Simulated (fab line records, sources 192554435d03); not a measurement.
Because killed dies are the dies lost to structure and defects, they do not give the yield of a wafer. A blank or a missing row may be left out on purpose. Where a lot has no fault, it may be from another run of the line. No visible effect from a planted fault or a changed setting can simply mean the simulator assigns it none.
Comparing a struck lot with a sound one -- flow n5 finfet -- 37 steps out of a route of 1938
Sound: these wafers, L550.1, L550.3, L550.6. Wafers L542.1, L542.3, L542.4 were the ones struck. Last of all comes the cause.
Each step with rows lists, per side, the tool, then ch with its chambers, then its first start. Under that, the readings that differ: sound wafers -- struck wafers -- difference of the means -- sigmas: that difference in standard deviations of wafers without a fault.
alike: a reading whose means differ by less than 2 such deviations, as well as words and numbers matching on both sides. not compared: withheld readings; readings where some wafer has no value; bounds like >300 that might hide an equal value; numbers whose values overlap and for which the record gives no deviation.
A row with sigmas, a row that says differs or no value, or rows on one side alone: a step with any of these is where the two part. When numbers do not overlap yet have no deviation, they are printed without sigmas and do not part them. A reading missing from all wafers of one side parts the sides only when that side holds two or more wafers.

first, 9 steps without rows for these wafers: N5_BEOL_M4_ANNEAL_95 (time 240 s); N5_BEOL_M4_SPUTTER_96 (material Cu, target thk 4.5 nm, time 8.29 s); N5_BEOL_M4_ECD_50 (material Cu, target thk 300 nm); N5_BEOL_M4_ANNEAL_51 (time 90 s); N5_BEOL_M4_CMP_52 (polishes, stops on SiOC, t overpolish 6.8 s, target thk 40 nm); N5_BEOL_M4_PRE_CLEAN_60 (time 15 s); N5_BEOL_M4_CO_CAP_55 (material Co, precursor CCTBA/H2, target thk 2 nm, time 102.1 s); N5_BEOL_M4_PRE_CLEAN_56 (time 15 s); N5_BEOL_M4_DEP_57 (deposits SiCN from 3MS/NH3, target thk 8 nm, time 14 s).
N5_BEOL_M4_RC_MEAS_101:
  sound on prober-01 ch 0, day 12 04:05; struck on prober-02 ch 0, day 10 04:01
  alike: DIBL_N, DIBL_P, IOFF_N, IOFF_P, ION_N, ION_P, SS_N, SS_P, VT_N, VT_P
then, 24 steps without rows for these wafers: N5_BEOL_M5_ILD_DEP_00 (deposits SiCOH lowk from DEMS/porogen, target thk 140.64 nm, time 25.9 s); N5_BEOL_M5_CURE_79 (cures SiCOH lowk, time 240 s); N5_BEOL_M5_PECVD_70 (deposits SiO2 from TEOS/O2, target thk 16 nm, time 18 s); N5_BEOL_M5_HM_DEP_02 (deposits TiN, target thk 20 nm); N5_BEOL_M5_COAT_59 (time 60 s, resist thk 60 nm); N5_BEOL_M5_COAT_60 (time 60 s, resist thk 12 nm); N5_BEOL_M5_COAT_71 (time 60 s, resist thk 5 nm); N5_BEOL_M5_COAT_05 (resist thk 30 nm); N5_BEOL_M5_EBR_07; N5_BEOL_M5_SOFTBAKE_06 (time 60 s); N5_BEOL_M5_EXPOSE_08 (exposes mask M5, target cd 28 nm); N5_BEOL_M5_PEB_09 (peb time 60 s); N5_BEOL_M5_DEVELOP_10 (develop time 30 s); N5_BEOL_M5_DESCUM_16 (chemistry O2, time 7 s); N5_BEOL_M5_ETCH_72 (etches underlayer in N2/H2, target depth 6.5 nm, time 5.2 s); N5_BEOL_M5_ETCH_61 (etches SiARC in CF4, target depth 15.6 nm, time 26 s); N5_BEOL_M5_ETCH_62 (etches SOC in N2/H2, target depth 75 nm, overetch 15 nm, time 112.5 s); N5_BEOL_M5_STRIP_63 (strips in N2/H2); N5_BEOL_M5_STRIP_73 (strips in N2/H2); N5_BEOL_M5_STRIP_64 (strips in CF4); N5_BEOL_M5_HM_OPEN_17 (chemistry Cl2/BCl3, target TiN, target depth 20 nm, overetch 6 nm); N5_BEOL_M5_STRIP_19 (strips in O2); N5_BEOL_M5_COAT_65 (time 60 s, resist thk 60 nm); N5_BEOL_M5_COAT_66 (time 60 s, resist thk 12 nm).
N5_BEOL_M6_ALD_77: deposits TaN, target thk 2 nm, pulse time 2 s, purge time 3 s.
  sound on ald metal-03 ch 0,2,3, day 13 00:45; struck on ald metal-02 ch 2,3, day 10 21:24
  no value came back on the struck wafers for ald cycles, chamber pressure Torr (Torr), heater power w (W), susceptor temp C (C); on the sound wafers ald cycles reads 40 40 40
N5_BEOL_M6_CMP_52: polishes, stops on SiCOH lowk, t overpolish 6.9 s, target thk 80 nm.
  sound on cmp-03 ch 1,2, day 13 03:02; struck on cmp-01 ch 1,2,3, day 10 22:47
reading,sound,struck,difference,sigmas
barrier field endpoint s (s),27.8 28.1 29.1,26.7 25.6 26.7,-2.0,-3
  alike: motor current A
-- the record jumps here: 4 days lie between the struck wafers' starts before and after (it left off in module BEOL_M6 and takes up again in module PASSIVATION, whose first step shown is number 1936 of the route) --
N5_PASSIVATION_PROBE_49:
  sound on prober-02 at day 16 21:44; struck on prober-02 at day 14 20:58
reading,sound,struck,difference,sigmas
defect limited yield (%),92.4 90.3 91.9,0 0 0,-92,-70
killed_at_M4_up,7 16 12,1079 1109 1084,+1079,+99 or more
killed dies,90 114 96,1180 1180 1180,+1080,+72
killed on rim,13 17 15,152 152 152,+137,+30
sort_bin_4_leakage (%),0 0 0,90.25 92.20 90.85,+91.10,
sort n pass,1090 1066 1084,0 0 0,-1080,-72
sort yield pct (%),92.4 90.3 91.9,0 0 0,-92,-70
  alike: killed_at_M0_to_M3, killed at contacts, killed at front end, killed at other, killed open, killed short, sort_bin_5_function, sort_bin_6_memory

WHERE THEY PART
At N5_BEOL_M6_ALD_77 first; at N5_PASSIVATION_PROBE_49 last (within this record only).

WHY: the cause the simulator had injected
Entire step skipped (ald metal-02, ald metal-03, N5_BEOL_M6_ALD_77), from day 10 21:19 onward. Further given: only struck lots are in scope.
